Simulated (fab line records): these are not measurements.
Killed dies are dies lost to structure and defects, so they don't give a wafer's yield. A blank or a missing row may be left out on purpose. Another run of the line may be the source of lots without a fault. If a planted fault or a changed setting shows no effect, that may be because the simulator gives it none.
Split-lot trial -- flow n5_finfet -- 21 wafers read across 7 lots, on a route 1938 steps long

## THE SPLIT ITSELF
At N5_BEOL_M7_VIA_ETCH_34 (etches SiCOH lowk in C4F6/O2, target depth 125.5 nm, time 50.5 s), the setting time_s was moved away from the recipe's 50.5 s on 5 of the 21 wafers read, by -12.9% to +13.9%. The other wafers ran this setting at the recipe's value.

Reading taken at the split's own step.

## THE READING
SOC_of_BEOL_M7_COAT_63.thk_nm (the simulator's own value, which no gauge read), in nm, at N5_BEOL_M7_VIA_ETCH_34 (etches SiCOH lowk in C4F6/O2, target depth 125.5 nm, time 50.5 s). There is no usual value for it anywhere in the file. Here, 16 wafers ran the recipe; their average is 54.0 nm with a standard deviation of 0.18 nm.

wafer,"tool, chamber at the split","time_s as run, s",against the recipe,"SOC_of_BEOL_M7_COAT_63.thk_nm, nm",against lot-mates on the recipe
L077.3,"rie_diel-01, 1",50.5,recipe,54,-
L077.5,"rie_diel-01, 3,0",50.5,recipe,53.8,-
L077.6,"rie_diel-01, 3,0",50.5,recipe,53.8,-
L076.3,"rie_diel-01, 0",50.5,recipe,54,-
L076.4,"rie_diel-01, 1",50.5,recipe,54,-
L076.6,"rie_diel-01, 0",50.5,recipe,54.2,-
L078.4,"rie_diel-03, 3",50.5,recipe,54.2,-
L078.5,"rie_diel-03, 1",50.5,recipe,54,-
L078.6,"rie_diel-03, 2",50.5,recipe,53.8,-
L083.3,"rie_diel-03, 3",50.5,recipe,54,-
L083.5,"rie_diel-03, 3",44,-12.9%,54.8,+0.9
L083.6,"rie_diel-03, 0",50.5,recipe,53.8,-
L090.3,"rie_diel-03, 2",55.9,+10.7%,53.4,-0.4
L090.4,"rie_diel-03, 0",50.5,recipe,53.8,-
L090.6,"rie_diel-03, 2",55.9,+10.7%,53,-0.8
L094.2,"rie_diel-03, 3",57.51,+13.9%,53.4,-0.6
L094.3,"rie_diel-03, 0",57.51,+13.9%,53.2,-0.8
L094.4,"rie_diel-03, 2",50.5,recipe,54,-
L082.2,"rie_diel-01, 0",50.5,recipe,54.2,-
L082.4,"rie_diel-01, 1",50.5,recipe,54.2,-
L082.6,"rie_diel-01, 1",50.5,recipe,54.4,-
If several chambers appear in one row, that row covers several wafers at once and the file leaves open which wafer was in which chamber.

THE FIT
A straight line over all 21 wafers: SOC_of_BEOL_M7_COAT_63.thk_nm changes by -0.0605 nm for each +1% of time_s; r = -0.89; the points scatter about the line by 0.19 nm.
The same after taking each lot's own level away (the mean of its wafers on the recipe; 21 wafers): -0.0571 nm for each +1%; r = -0.94; scatter 0.13 nm.
According to that fit, moving time_s by its largest amount changes the reading by 0.79 nm.
The lots' own levels span 53.80 to 54.27 nm, that is 2.6 times the standard deviation above.
Hence the lot-to-lot level has little effect on the slope; both slopes agree.
Check: with one of the wafers moved furthest among these (+13.9%) left out of the fit, the line predicts -0.834 nm for it against its lot-mates. It came out at -0.6 nm against them.

## OTHER SPLITS APPLIED TO THESE WAFERS
Before the reading, these wafers also passed through other splits. Each is held against what the fit with the lots' levels taken away leaves over:
other split on the same wafers,wafers away from the commonest value,r with SOC_of_BEOL_M7_COAT_63.thk_nm (lot level and that fit taken away)
N5_BEOL_M6_ETCH_62 time_s,6,+0.37
N5_BEOL_M6_COAT_71 spin_rpm,10,-0.31
N5_BEOL_M7_ETCH_66 bias_w,8,+0.12

## THE WHOLE CHAIN: every reading that the file lists as answering this split, in the file's order
step,what it does,reading,change (the file's fit),r (the file's)
N5_BEOL_M7_VIA_ETCH_34,"etches SiCOH lowk in C4F6/O2, target depth 125.5 nm, time 50.5 s","etch.depth_nm (the simulator's own value, which no gauge read)",+1.28 nm for each +1% of the setting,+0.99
N5_BEOL_M7_VIA_ETCH_34,"etches SiCOH lowk in C4F6/O2, target depth 125.5 nm, time 50.5 s","SOC_of_BEOL_M7_COAT_63.thk_nm (the simulator's own value, which no gauge read)",-0.0586 nm for each +1% of the setting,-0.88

## THE FILE'S OWN FIT
SOC_of_BEOL_M7_COAT_63.thk_nm changes by -0.0586 nm for each +1% of time_s, r = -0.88.
